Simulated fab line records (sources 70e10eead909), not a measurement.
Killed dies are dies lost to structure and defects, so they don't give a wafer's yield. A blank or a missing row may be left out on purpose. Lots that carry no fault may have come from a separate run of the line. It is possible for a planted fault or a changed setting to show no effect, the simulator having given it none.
The tool behind it: which one? | flow nandHarc | 12 lots with 35 wafers sampled at 6 steps, on a route of 1302 steps

## WHAT EACH GAUGE READ, for each wafer
NHARC_A_ONON_D1_THK_MEAS_27: measures by ellipsometry.
lot  | measured     | on           | thkNm (nm)
L174 | day 8 09:20  | filmMetro-02 | 999 998 998
L173 | day 8 09:21  | filmMetro-01 | 1016 1017 1015
L178 | day 10 03:11 | filmMetro-01 | 1309 1000 1309 998
L179 | day 11 02:05 | filmMetro-02 | 1312 1001 1001 1311 1001 1000
L180 | day 11 01:44 | filmMetro-01 | 1008 1007 1006
L185 | day 13 14:23 | filmMetro-02 | 1009 1006 1008
L187 | day 14 09:34 | filmMetro-02 | 992 995 995
L189 | day 14 23:11 | filmMetro-02 | 1003 1002 1002
L191 | day 15 18:59 | filmMetro-01 | 1000 1002 1001
L193 | day 16 13:55 | filmMetro-01 | 988 990 988
L195 | day 17 15:19 | filmMetro-01 | 1006 1006 1008
L196 | day 17 15:19 | filmMetro-02 | 978 980 980

NHARC_END_SORT_01.
lot  | measured     | on        | killedAtArray | killedAtOther | killedAtPeriphery | killedDies | killedOpen | killedShort
L174 | day 24 10:09 | prober-01 | 27 17 21      | 1 2 0         | 3 1 6             | 31 20 27   | 3 1 5      | 3 4 2
L173 | day 24 10:59 | prober-02 | 63 64 81      | 0 1 0         | 1 0 4             | 64 65 85   | 2 3 3      | 2 1 5
L178 | day 26 15:31 | prober-02 | 675 51        | 1 1           | 1 1               | 677 53     | 5 1        | 0 4
L179 | day 27 20:19 | prober-02 | 668 55 52     | 3 0 1         | 6 3 9             | 677 58 62  | 4 3 4      | 4 3 1
L180 | day 27 11:44 | prober-02 | 68 57 66      | 0 0 1         | 3 1 2             | 71 58 69   | 5 4 7      | 2 1 5
L185 | day 30 13:32 | prober-01 | 75 72 80      | 0 0 0         | 5 4 3             | 80 76 83   | 3 2 3      | 2 5 4
L187 | day 31 09:17 | prober-02 | 50 52 48      | 1 1 4         | 4 3 3             | 55 56 55   | 2 6 4      | 2 6 1
L189 | day 31 01:46 | prober-01 | 54 68 64      | 1 3 1         | 7 2 7             | 62 73 72   | 1 3 4      | 1 3 0
L191 | day 31 18:37 | prober-02 | 79 83 78      | 2 0 1         | 0 2 0             | 81 85 79   | 2 4 3      | 2 4 3
L193 | day 33 03:10 | prober-01 | 99 93 78      | 4 4 0         | 1 1 2             | 104 98 80  | 1 3 0      | 1 5 4
L195 | day 33 22:32 | prober-01 | 61 97 83      | 2 4 2         | 5 2 5             | 68 103 90  | 3 5 2      | 2 3 2
L196 | day 34 07:28 | prober-02 | 39 26 29      | 0 0 0         | 0 2 1             | 39 28 30   | 4 2 0      | 6 1 4

## EACH LOT AND THE TOOL THAT RAN IT (in order: tool; ch and the chambers of the sampled wafers; start)
lot  | NHARC_P_BONDPAD_ANNEAL_28       | NHARC_A_ZERO_WELL_ETCH_13       | NHARC_A_ONON_D1_DEP_25          | NHARC_A_CHANNEL_HOLE_D1_ETCH_38
L174 | rtpAnneal-01 ch 0, day 6 20:45  | rieSi-06 ch 1,2, day 6 23:18    | pecvdOnon-04 ch 0, day 8 08:52  | rieDiel-06 ch 2,3, day 8 13:26
L173 | rtpAnneal-02 ch 0, day 6 21:22  | rieSi-02 ch 0,2, day 6 23:53    | pecvdOnon-01 ch 0, day 8 08:58  | rieDiel-13 ch 1,2, day 8 13:35
L178 | rtpAnneal-01 ch 0, day 8 14:04  | rieSi-02 ch 2,3, day 8 16:21    | pecvdOnon-01 ch 0, day 10 02:55 | rieDiel-06 ch 1, day 10 10:02
L179 | rtpAnneal-01 ch 0, day 9 10:11  | rieSi-03 ch 0,2,3, day 9 12:43  | pecvdOnon-01 ch 0, day 11 01:38 | rieDiel-03 ch 0,3, day 11 10:18
L180 | rtpAnneal-02 ch 0, day 9 13:52  | rieSi-02 ch 1,2,3, day 9 16:24  | pecvdOnon-03 ch 0, day 11 01:14 | rieDiel-06 ch 1,2,3, day 11 08:30
L185 | rtpAnneal-01 ch 0, day 11 20:56 | rieSi-06 ch 0,2,3, day 11 23:28 | pecvdOnon-03 ch 0, day 13 13:56 | rieDiel-03 ch 0,2,3, day 13 19:03
L187 | rtpAnneal-01 ch 0, day 12 21:46 | rieSi-03 ch 1,2,3, day 13 00:20 | pecvdOnon-01 ch 0, day 14 09:04 | rieDiel-06 ch 0,1,3, day 14 13:40
L189 | rtpAnneal-02 ch 0, day 13 08:57 | rieSi-06 ch 2,3, day 13 11:30   | pecvdOnon-01 ch 0, day 14 22:40 | rieDiel-06 ch 1,2, day 15 03:08
L191 | rtpAnneal-02 ch 0, day 14 04:11 | rieSi-06 ch 0,3, day 14 06:43   | pecvdOnon-04 ch 0, day 15 18:29 | rieDiel-06 ch 0,2,3, day 15 23:31
L193 | rtpAnneal-01 ch 0, day 15 00:26 | rieSi-06 ch 0,1,2, day 15 02:52 | pecvdOnon-01 ch 0, day 16 13:28 | rieDiel-06 ch 1,2,3, day 16 19:27
L195 | rtpAnneal-02 ch 0, day 16 03:15 | rieSi-06 ch 0,3, day 16 05:44   | pecvdOnon-03 ch 0, day 17 14:58 | rieDiel-13 ch 0,3, day 17 19:17
L196 | rtpAnneal-01 ch 0, day 16 04:11 | rieSi-02 ch 0,1,2, day 16 06:43 | pecvdOnon-01 ch 0, day 17 14:51 | rieDiel-06 ch 0,1, day 17 21:11
- NHARC_P_BONDPAD_ANNEAL_28: time 90 s.
- NHARC_A_ZERO_WELL_ETCH_13: etches the open film in HBr/Cl2, target depth 120 nm, time 40.1 s.
- NHARC_A_ONON_D1_DEP_25: target thk 1000 nm.
- NHARC_A_CHANNEL_HOLE_D1_ETCH_38: etches the open film in CF4, target depth 39 nm, time 65 s.

## WHAT THE TOOLS THEMSELVES READ (means of the sampled wafers that have a number; where no wafer has one, the mark that the record gives instead)
NHARC_P_BONDPAD_ANNEAL_28.
lot  | tool         | wafer_temp_C_max
L174 | rtpAnneal-01 | 226.24
L173 | rtpAnneal-02 | 226.24
L178 | rtpAnneal-01 | 225.79
L179 | rtpAnneal-01 | 226.10
L180 | rtpAnneal-02 | 226.05
L185 | rtpAnneal-01 | 225.94
L187 | rtpAnneal-01 | 226.11
L189 | rtpAnneal-02 | 226.44
L191 | rtpAnneal-02 | 226.13
L193 | rtpAnneal-01 | 226.23
L195 | rtpAnneal-02 | 226.36
L196 | rtpAnneal-01 | 226.14

NHARC_A_ZERO_WELL_ETCH_13.
lot  | tool     | drypumpMotorCurrentA (A) | oesProductAu (a.u.) | throttleValvePct (%)
L174 | rieSi-06 | 6.0                      | 1.001               | 26.406
L173 | rieSi-02 | 5.8                      | 0.991               | 26.411
L178 | rieSi-02 | 5.7                      | 1.001               | 26.416
L179 | rieSi-03 | 5.3                      | 1.006               | 26.404
L180 | rieSi-02 | 5.8                      | 0.993               | 26.404
L185 | rieSi-06 | 6.0                      | 0.996               | 26.408
L187 | rieSi-03 | 5.2                      | 0.999               | 26.404
L189 | rieSi-06 | 6.0                      | 1.006               | 26.405
L191 | rieSi-06 | 5.9                      | 0.998               | 26.407
L193 | rieSi-06 | 6.1                      | 1.000               | 26.409
L195 | rieSi-06 | 5.9                      | 0.994               | 26.403
L196 | rieSi-02 | 5.9                      | 1.002               | 26.410

NHARC_A_CHANNEL_HOLE_D1_ETCH_38.
lot  | tool       | drypumpMotorCurrentA (A) | oesProductAu (a.u.) | rfVppV (V) | showerheadPlenumPTorr (Torr) | throttleValvePct (%)
L174 | rieDiel-06 | 5.4                      | 1.010               | 151.2      | 1.81                         | 13.286
L173 | rieDiel-13 | 5.7                      | 1.001               | 151.3      | 1.77                         | 13.283
L178 | rieDiel-06 | 5.6                      | 1.005               | 151.7      | 1.65                         | 13.280
L179 | rieDiel-03 | 5.9                      | 0.987               | 150.1      | 1.71                         | 13.287
L180 | rieDiel-06 | 5.5                      | 1.013               | 151.6      | 1.77                         | 13.293
L185 | rieDiel-03 | 5.9                      | 0.993               | 150.7      | 1.74                         | 13.282
L187 | rieDiel-06 | 5.8                      | 1.006               | 150.6      | 1.69                         | 13.276
L189 | rieDiel-06 | 5.7                      | 1.010               | 151.3      | 1.80                         | 13.286
L191 | rieDiel-06 | 5.8                      | 1.011               | 150.8      | 1.77                         | 13.298
L193 | rieDiel-06 | 5.5                      | 1.009               | 151.0      | 1.77                         | 13.278
L195 | rieDiel-13 | 5.4                      | 0.999               | 151.9      | 1.78                         | 13.285
L196 | rieDiel-06 | 5.8                      | 1.002               | 149.9      | 1.65                         | 13.282

## THE ANSWER, worked out from the rows above alone
Rule: the lots themselves supply what counts as usual. Put in order of their means at a reading, lots are off if they are a third of the lots or fewer, leave a main group of 4 or more, and stand apart from it by a gap of 3 or more times the standard deviation of the main group's means; of several such gaps the widest counts. Not used: any main group whose means are identical at the precision the tables above print for the reading. A lot without any number at a reading at which 4 lots or more have one is off too. All remaining lots with rows at the step are treated as sound. After the gauges, taken in route order, come the tools' own readings; for these a lot's mean is taken, as printed above. At the first step where some lot is off, the reading lying furthest off is the one used; lots without a number count as furthest.
Off: L178, L179 (NHARC_A_ONON_D1_THK_MEAS_27, thkNm). For the main group the mean is 1000 nm and the standard deviation 10.
A tool fits if, at a process step before that reading, it ran every lot that is off, and no sound lot after the first of them. Not tried: the gauges at NHARC_A_ONON_D1_THK_MEAS_27; whatever is off there is also off at NHARC_END_SORT_01, on other tools, and gauge error can't account for it. Not one of the candidates tried fits.

## WHAT THE SIMULATOR PUT IN
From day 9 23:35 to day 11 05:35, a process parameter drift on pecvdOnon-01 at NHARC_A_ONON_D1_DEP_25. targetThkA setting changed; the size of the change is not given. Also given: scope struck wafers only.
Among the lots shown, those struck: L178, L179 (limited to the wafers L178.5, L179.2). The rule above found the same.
